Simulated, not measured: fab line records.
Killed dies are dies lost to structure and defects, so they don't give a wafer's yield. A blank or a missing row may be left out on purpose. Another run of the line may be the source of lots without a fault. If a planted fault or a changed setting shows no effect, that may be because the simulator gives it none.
Which tool was responsible? ; flow nand harc ; 24 lots, 72 wafers sampled, at 6 steps of a route of 1159

== WHAT THE GAUGES READ, wafer by wafer ==
NHARC_A_CONTACT_CD_MEAS_08: target cd 100 nm.
lot;measured;on;cd nm (nm)
L077;day 17 10:49;cd sem-01;100.8 101.0 101.4
L075;day 17 10:40;cd sem-01;100.3 100.9 99.7
L076;day 17 16:42;cd sem-03;99.5 98.9 100.8
L074;day 17 18:38;cd sem-02;99.4 101.1 100.5
L078;day 17 21:42;cd sem-03;100.5 100.3 100.4
L081;day 18 08:12;cd sem-01;100.3 100.1 99.7
L079;day 18 02:47;cd sem-01;101.3 101.3 101.6
L080;day 18 11:38;cd sem-03;100.8 100.1 100.8
L083;day 19 14:10;cd sem-03;99.9 100.7 100.1
L082;day 19 17:13;cd sem-01;101.1 100.0 100.0
L085;day 19 19:26;cd sem-03;100.8 101.6 101.1
L084;day 19 23:29;cd sem-01;100.6 100.3 101.0
L086;day 20 04:10;cd sem-02;100.7 99.8 100.0
L087;day 20 08:09;cd sem-01;100.8 99.6 100.8
L088;day 20 13:49;cd sem-01;101.1 101.3 100.9
L090;day 21 04:58;cd sem-03;100.5 100.6 100.3
L089;day 21 03:43;cd sem-01;100.2 100.5 100.6
L092;day 21 11:00;cd sem-01;100.4 100.6 101.0
L091;day 21 11:15;cd sem-02;99.5 98.8 99.9
L093;day 21 19:13;cd sem-03;99.3 100.2 100.5
L094;day 22 11:32;cd sem-03;100.2 100.3 100.8
L095;day 22 10:32;cd sem-01;99.5 100.1 99.9
L096;day 22 08:36;cd sem-03;101.0 100.2 101.2
L097;day 22 22:04;cd sem-03;98.9 100.3 99.7

NHARC_A_CONTACT_INSPECT_10.
lot;measured;on;raw defect count
L077;day 17 10:56;defect inspect-02;7 8 12
L075;day 17 10:47;defect inspect-01;41 29 39
L076;day 17 16:50;defect inspect-02;11 6 8
L074;day 17 18:46;defect inspect-01;8 6 4
L078;day 17 21:50;defect inspect-01;37 46 37
L081;day 18 08:19;defect inspect-01;28 31 33
L079;day 18 02:54;defect inspect-01;12 6 11
L080;day 18 11:46;defect inspect-01;19 10 21
L083;day 19 14:17;defect inspect-01;35 38 46
L082;day 19 17:20;defect inspect-01;42 40 54
L085;day 19 19:34;defect inspect-02;17 13 14
L084;day 19 23:37;defect inspect-02;18 13 9
L086;day 20 04:17;defect inspect-02;26 32 40
L087;day 20 08:16;defect inspect-01;43 47 55
L088;day 20 13:56;defect inspect-02;16 17 26
L090;day 21 05:05;defect inspect-02;26 36 32
L089;day 21 03:51;defect inspect-02;40 45 36
L092;day 21 11:07;defect inspect-02;25 16 23
L091;day 21 11:22;defect inspect-01;20 46 36
L093;day 21 19:20;defect inspect-01;47 45 54
L094;day 22 11:40;defect inspect-02;42 43 38
L095;day 22 10:39;defect inspect-02;38 34 41
L096;day 22 08:43;defect inspect-02;44 52 51
L097;day 22 22:11;defect inspect-01;33 40 33

== EACH LOT AND THE TOOL THAT RAN IT (in order: tool; ch and the chambers of the sampled wafers; start) ==
lot;NHARC_A_WL_FILL_ALD_10;NHARC_A_CONTACT_ETCH_50;NHARC_A_CONTACT_ETCH_127;NHARC_A_CONTACT_DEP_84
L077;ald hk-04 ch 0,3, day 15 22:52;rie diel-10 ch 0,1,3, day 17 05:16 or earlier;har cap etch-03 ch 0,1, day 17 05:16;acl dep-01 ch 0, day 17 08:41
L075;ald hk-01 ch 1,2,3, day 15 23:53;rie diel-03 ch 0,1,3, day 17 04:54 or earlier;har cap etch-01 ch 0,1, day 17 04:54;acl dep-03 ch 0, day 17 08:52
L076;ald hk-01 ch 1,2,3, day 16 03:12;rie diel-06 ch 2,3, day 17 08:41 or earlier;har cap etch-02 ch 0,1, day 17 08:41;acl dep-01 ch 0, day 17 14:44
L074;ald hk-03 ch 0,2,3, day 16 07:13;rie diel-03 ch 0,2,3, day 17 13:41 or earlier;har cap etch-02 ch 0,1, day 17 13:41;acl dep-02 ch 0, day 17 16:47
L078;ald hk-03 ch 1,2, day 16 10:54;rie diel-03 ch 1,2, day 17 15:58 or earlier;har cap etch-03 ch 1, day 17 15:58;acl dep-02 ch 0, day 17 19:43
L081;ald hk-03 ch 0,2,3, day 16 16:11;rie diel-03 ch 0,1, day 18 03:20 or earlier;har cap etch-01 ch 0,1, day 18 03:20;acl dep-01 ch 0, day 18 06:13
L079;ald hk-01 ch 1,2,3, day 16 17:14;rie diel-10 ch 0,1,3, day 17 22:14 or earlier;har cap etch-01 ch 0,1, day 17 22:14;acl dep-02 ch 0, day 18 00:48
L080;ald hk-04 ch 0,1,2, day 16 17:40;rie diel-06 ch 0,1,2, day 18 06:56 or earlier;har cap etch-02 ch 0,1, day 18 06:56;acl dep-02 ch 0, day 18 10:13
L083;ald hk-03 ch 0,2,3, day 17 23:08;rie diel-03 ch 0,1,2, day 19 05:04 or earlier;har cap etch-02 ch 0,1, day 19 05:04;acl dep-01 ch 0, day 19 12:10
L082;ald hk-04 ch 0,2,3, day 18 00:11;rie diel-10 ch 0,3, day 18 20:27;har cap etch-03 ch 0,1, day 19 09:35;acl dep-01 ch 0, day 19 15:26
L085;ald hk-03 ch 0,2,3, day 18 03:17;rie diel-10 ch 2,3, day 19 14:07 or earlier;har cap etch-02 ch 0,1, day 19 14:07;acl dep-03 ch 0, day 19 17:47
L084;ald hk-03 ch 1,2, day 18 06:29;rie diel-06 ch 0,1,3, day 19 17:50 or earlier;har cap etch-03 ch 0,1, day 19 17:50;acl dep-01 ch 0, day 19 21:38
L086;ald hk-03 ch 0,1,3, day 18 14:01;rie diel-03 ch 1,2,3, day 19 23:37 or earlier;har cap etch-03 ch 0,1, day 19 23:37;acl dep-02 ch 0, day 20 02:23
L087;ald hk-04 ch 1,3, day 18 14:32;rie diel-10 ch 0,3, day 20 01:02 or earlier;har cap etch-02 ch 0,1, day 20 01:02;acl dep-01 ch 0, day 20 06:22
L088;ald hk-03 ch 0,3, day 19 00:10;rie diel-10 ch 0,2, day 20 07:57 or earlier;har cap etch-03 ch 0,1, day 20 07:57;acl dep-02 ch 0, day 20 12:17
L090;ald hk-04 ch 0,2, day 19 13:37;rie diel-06 ch 0,3, day 20 23:45 or earlier;har cap etch-02 ch 0,1, day 20 23:45;acl dep-02 ch 0, day 21 02:59
L089;ald hk-03 ch 0,1,2, day 19 14:49;rie diel-03 ch 0,2, day 20 23:08 or earlier;har cap etch-03 ch 0,1, day 20 23:08;acl dep-02 ch 0, day 21 01:44
L092;ald hk-04 ch 2,3, day 19 23:16;rie diel-10 ch 0,2,3, day 21 04:19 or earlier;har cap etch-03 ch 0,1, day 21 04:19;acl dep-03 ch 0, day 21 09:14
L091;ald hk-03 ch 0,1,2, day 20 00:49;rie diel-03 ch 0,2,3, day 21 04:58 or earlier;har cap etch-02 ch 0,1, day 21 04:58;acl dep-02 ch 0, day 21 09:53
L093;ald hk-04 ch 0,1,3, day 20 03:27;rie diel-03 ch 0,2,3, day 21 11:52 or earlier;har cap etch-01 ch 0,1, day 21 11:52;acl dep-01 ch 0, day 21 17:13
L094;ald hk-01 ch 0,1,2, day 20 13:41;rie diel-10 ch 0,2,3, day 22 06:43 or earlier;har cap etch-01 ch 0,1, day 22 06:43;acl dep-01 ch 0, day 22 09:53
L095;ald hk-03 ch 0,1,3, day 20 14:11;rie diel-06 ch 0,3, day 22 05:50 or earlier;har cap etch-03 ch 0,1, day 22 05:50;acl dep-03 ch 0, day 22 08:33
L096;ald hk-04 ch 0,3, day 20 15:12;rie diel-03 ch 0,1,3, day 22 01:29 or earlier;har cap etch-02 ch 0,1, day 22 01:29;acl dep-01 ch 0, day 22 07:14
L097;ald hk-01 ch 2,3, day 21 09:41;rie diel-10 ch 1,2,3, day 22 15:38 or earlier;har cap etch-03 ch 0,1, day 22 15:38;acl dep-01 ch 0, day 22 20:14
- NHARC_A_WL_FILL_ALD_10: deposits SiO2, target thk 50 nm, pulse time 10 s, ald cycles 500.
- NHARC_A_CONTACT_ETCH_50: etches the open film in CF4/CHF3, target depth 84.7 nm, time 42.4 s.
- NHARC_A_CONTACT_ETCH_127: etches the open film in C4F8/O2/Ar, time 155 s, target depth 956 nm.
- NHARC_A_CONTACT_DEP_84: deposits aC, target thk 2000 nm.

== WHAT THE TOOLS THEMSELVES READ (means of the sampled wafers that have a number; where no wafer has one, the mark that the record gives instead) ==
NHARC_A_WL_FILL_ALD_10.
lot;tool;heater power w (W);precursor pulse height rel
L077;ald hk-04;509;0.989
L075;ald hk-01;501;0.976
L076;ald hk-01;495;0.994
L074;ald hk-03;480;1.008
L078;ald hk-03;481;0.984
L081;ald hk-03;479;0.989
L079;ald hk-01;502;1.026
L080;ald hk-04;446;0.992
L083;ald hk-03;482;0.979
L082;ald hk-04;482;1.000
L085;ald hk-03;467;1.003
L084;ald hk-03;493;0.992
L086;ald hk-03;495;0.981
L087;ald hk-04;477;0.986
L088;ald hk-03;497;0.996
L090;ald hk-04;448;0.990
L089;ald hk-03;471;0.983
L092;ald hk-04;475;1.015
L091;ald hk-03;465;0.987
L093;ald hk-04;473;0.999
L094;ald hk-01;496;0.975
L095;ald hk-03;488;0.983
L096;ald hk-04;482;1.003
L097;ald hk-01;488;1.008

NHARC_A_CONTACT_ETCH_50.
lot;tool;drypump motor current A (A);oes product au (a.u.);rf vpp V (V);showerhead plenum p Torr (Torr);throttle valve pct (%)
L077;rie diel-10;5.8;0.954;369.6;1.55;16.805
L075;rie diel-03;6.0;0.961;369.5;1.54;16.806
L076;rie diel-06;5.6;0.926;369.7;1.55;16.803
L074;rie diel-03;5.9;0.966;370.8;1.60;16.803
L078;rie diel-03;5.6;0.932;369.9;1.56;16.797
L081;rie diel-03;6.2;0.945;369.2;1.53;16.802
L079;rie diel-10;5.8;0.958;370.0;1.54;16.799
L080;rie diel-06;5.8;0.926;370.2;1.56;16.801
L083;rie diel-03;5.9;0.949;370.7;1.57;16.797
L082;rie diel-10;5.3;0.936;369.5;1.54;16.804
L085;rie diel-10;5.8;0.937;370.2;1.57;16.802
L084;rie diel-06;6.0;0.976;370.7;1.58;16.803
L086;rie diel-03;5.7;0.947;371.5;1.58;16.799
L087;rie diel-10;5.3;0.927;369.5;1.54;16.802
L088;rie diel-10;5.7;0.942;371.9;1.60;16.795
L090;rie diel-06;6.2;0.938;371.6;1.59;16.794
L089;rie diel-03;5.8;0.963;372.0;1.63;16.807
L092;rie diel-10;5.6;0.924;370.2;1.56;16.804
L091;rie diel-03;5.9;0.928;371.1;1.60;16.807
L093;rie diel-03;5.9;0.945;371.3;1.60;16.810
L094;rie diel-10;5.6;0.926;371.1;1.56;16.803
L095;rie diel-06;6.2;0.923;371.0;1.58;16.809
L096;rie diel-03;6.0;0.970;369.7;1.54;16.806
L097;rie diel-10;6.0;0.924;369.1;1.53;16.806

NHARC_A_CONTACT_DEP_84.
lot;tool;throttle valve pct (%)
L077;acl dep-01;34.999
L075;acl dep-03;34.994
L076;acl dep-01;34.997
L074;acl dep-02;34.990
L078;acl dep-02;34.999
L081;acl dep-01;35.005
L079;acl dep-02;34.997
L080;acl dep-02;34.993
L083;acl dep-01;35.004
L082;acl dep-01;34.994
L085;acl dep-03;35.002
L084;acl dep-01;34.997
L086;acl dep-02;35.002
L087;acl dep-01;35.007
L088;acl dep-02;35.005
L090;acl dep-02;35.003
L089;acl dep-02;35.001
L092;acl dep-03;35.002
L091;acl dep-02;35.002
L093;acl dep-01;34.999
L094;acl dep-01;34.993
L095;acl dep-03;35.002
L096;acl dep-01;34.999
L097;acl dep-01;35.002

== THE ANSWER, worked out from the rows above alone ==
Rule: what is usual is taken from the lots themselves. Put in order of their means at a reading, lots are off if they are a third of the lots or fewer, leave a main group of 4 or more, and stand apart from it by a gap of 3 or more times the standard deviation of the main group's means; of several such gaps the widest counts. Not used: any main group whose means are identical at the precision the tables above print for the reading. A lot without any number at a reading at which 4 lots or more have one is off too. Where the step has rows for the other lots, those lots are counted as sound. Order of review: gauges by route order, followed by the tools' own readings, for which a lot's mean as printed above is used. At the first step where some lot is off, the reading lying furthest off is the one used; lots without a number count as furthest.
No lot is off on any of the readings shown, so nothing can be concluded from this.

== WHAT THE SIMULATOR HAD INSERTED ==
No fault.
